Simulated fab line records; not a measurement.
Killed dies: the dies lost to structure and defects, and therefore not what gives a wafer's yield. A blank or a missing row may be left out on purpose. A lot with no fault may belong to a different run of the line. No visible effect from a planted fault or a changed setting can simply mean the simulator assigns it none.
Chamber matching | flow n5 finfet | N5_BEOL_M2_ETCH_63 on rie diel-06 has 4 sister chambers
The step etches SiARC in CF4, target depth 15.6 nm, time 26 s. 4 wafers are shown with their chamber, then 9 later ones without.

WAFERS WITH THEIR CHAMBER
wafer  | chamber | drypump motor current A (A)
L081.1 | 2       | 5.3
L089.2 | 3       | 4.9
L089.3 | 1       | 5.9
L089.5 | 0       | 5.3

WAFERS WITHOUT THEIR CHAMBER
wafer  | drypump motor current A (A)
L090.1 | 5.2
L090.2 | 5.0
L090.3 | 5.4
L090.4 | 5.9
L090.5 | 5.4
L090.6 | 5.9
L096.3 | 5.2
L096.4 | 4.9
L096.5 | 4.9

WHICH CHAMBER EACH WENT THROUGH
wafer  | from the rows above     | in truth
L090.1 | can't be placed: 0 or 2 | 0
L090.2 | 3                       | 3
L090.3 | can't be placed: 0 or 2 | 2
L090.4 | 1                       | 1
L090.5 | can't be placed: 0 or 2 | 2
L090.6 | 1                       | 1
L096.3 | can't be placed: 0 or 2 | 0
L096.4 | 3                       | 3
L096.5 | 3                       | 3
Placed correctly: 5 of 9. Cannot be placed on the basis of these rows: 4; the candidates contain the true chamber in 4. Number placed wrongly: 0.
How it was worked out, from the rows above alone: a wafer's distance from a chamber is the root of the sum, over the readings, of the square of ((its reading less the chamber's mean) divided by the reading's scatter). If the next closest chamber is less than 2 further off than the closest, the wafer can't be placed; otherwise it belongs to the closest. Each chamber's mean is taken over the wafers shown for it. The scatter (one wafer shown for each chamber): square how far every hidden wafer sits from the nearest shown wafer, average those squares and take the square root.
